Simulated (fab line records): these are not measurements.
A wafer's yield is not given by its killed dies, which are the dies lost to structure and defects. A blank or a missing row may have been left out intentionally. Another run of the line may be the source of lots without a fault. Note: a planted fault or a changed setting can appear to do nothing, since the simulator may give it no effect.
Problem report, 8D (eight disciplines) form, completed by code :: flow n5-finfet :: the parts of the form that need people (team, actions taken, sign-off) are left out

== 1. THE PROBLEM ==
Across 2 wafers from 2 lots, M11_THK at N5_BEOL_M11_THK_MEAS_53 averages 96 nm, while fault-free wafers read 139 nm with a standard deviation of 3.4. That puts it -12 standard deviations away from the usual mean.
The step: measures by xrf.
Earliest sighting: wafer L194.3 on film-metro-02 at day 14 05:47. Wafers with a number at this step in the record: 21, from 7 lots. Rule for "out", or "out of limits": more than 4 standard deviations from the usual mean. Any other wafer with a number is counted as sound.

== 2. WHAT IT IS; WHAT IT IS NOT ==
question: which readings at this step
is: M11_THK
is not: -

question: which lots
is: L194, L196
is not: L182, L186, L190, L191, L198

question: which wafers of those lots
is: L194.3, L196.4
is not: L194.1, L194.6, L196.5, L196.6

question: read on which gauges
is: film-metro-02
is not: film-metro-01

question: when
is: from day 14 05:47
is not: up to then (14 sound wafers); but 5 sound wafers of L196, L198 came after

== 3. SUSPECTS, AND WHAT RULES EACH OUT ==
Counting: any tool at a process step up to the reading remains a suspect provided it ran every lot that is out. Sound lots after the first of them don't rule it out here, since some wafers of a struck lot are sound.
- ruled out: the gauge at N5_BEOL_M11_THK_MEAS_53. All the wafers that are out were read on film-metro-02, but those of them that N5_BEOL_M11_CMP_52 has rows for are out there too, on other tools.
- ecd-cu-02 at N5_BEOL_M11_ECD_50 (material Cu, target thk 318 nm): kept. Ran every lot that is out, first one L194 (day 14 04:52); last sound lot up to then L191 (day 13 00:07).
Left after counting: ecd-cu-02 at N5_BEOL_M11_ECD_50.

== 4. THE CAUSE (what the simulator had put in) ==
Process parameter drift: ecd-cu-02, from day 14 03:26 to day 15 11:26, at N5_BEOL_M11_ECD_50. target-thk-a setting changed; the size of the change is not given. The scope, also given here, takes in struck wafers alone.
The count eliminated every tool but this one.

== 5. THE CHAIN OF EFFECTS, in route order ==
One row per reading whose mean, taken over the struck wafers that have a number, lies over 3 standard deviations from the usual. Only readings for which the record gives a usual standard deviation are gone through. hours: the time from each lot's start at the first step in this table that gives one to its start at this step, as a median over the lots. sigmas: the change in usual standard deviations.
hours: 0
step: N5_BEOL_M11_CMP_52
reading: time-to-endpoint-s
usual: 66 s
on struck wafers: 19
change: -47
sigmas: -11

hours: 0
step: N5_BEOL_M11_THK_MEAS_53
reading: M11_THK
usual: 139 nm
on struck wafers: 96
change: -42
sigmas: -12

hours: 0
step: N5_BEOL_M11_RS_MEAS_57
reading: M11_RS
usual: 0.153 ohm/sq
on struck wafers: 0.228
change: +0.075
sigmas: +18

hours: 28
step: N5_BEOL_M15_RC_MEAS_101
reading: SERP_M11
usual: 3.12 ohm/um
on struck wafers: 4.64
change: +1.52
sigmas: +16

hours: 28
step: N5_BEOL_M15_RC_MEAS_101
reading: SERP_M11_max_site
usual: 3.20 ohm/um
on struck wafers: 4.88
change: +1.68
sigmas: +15
It contains these process steps:
- N5_BEOL_M11_CMP_52: polishes, stops on SiCOH lowk, t overpolish 7 s, target thk 140 nm.

== 6. HOW IT WOULD HAVE BEEN CAUGHT EARLIER ==
2 hours passed between the start of the fault at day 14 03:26 and the first reading out of limits at a measuring or inspecting step in this record, taken at day 14 05:47.
Of the lots that are out (2), L196 began N5_BEOL_M11_ECD_50 on ecd-cu-02 after day 14 05:47. Had the tool been put on hold then, it would have been spared.
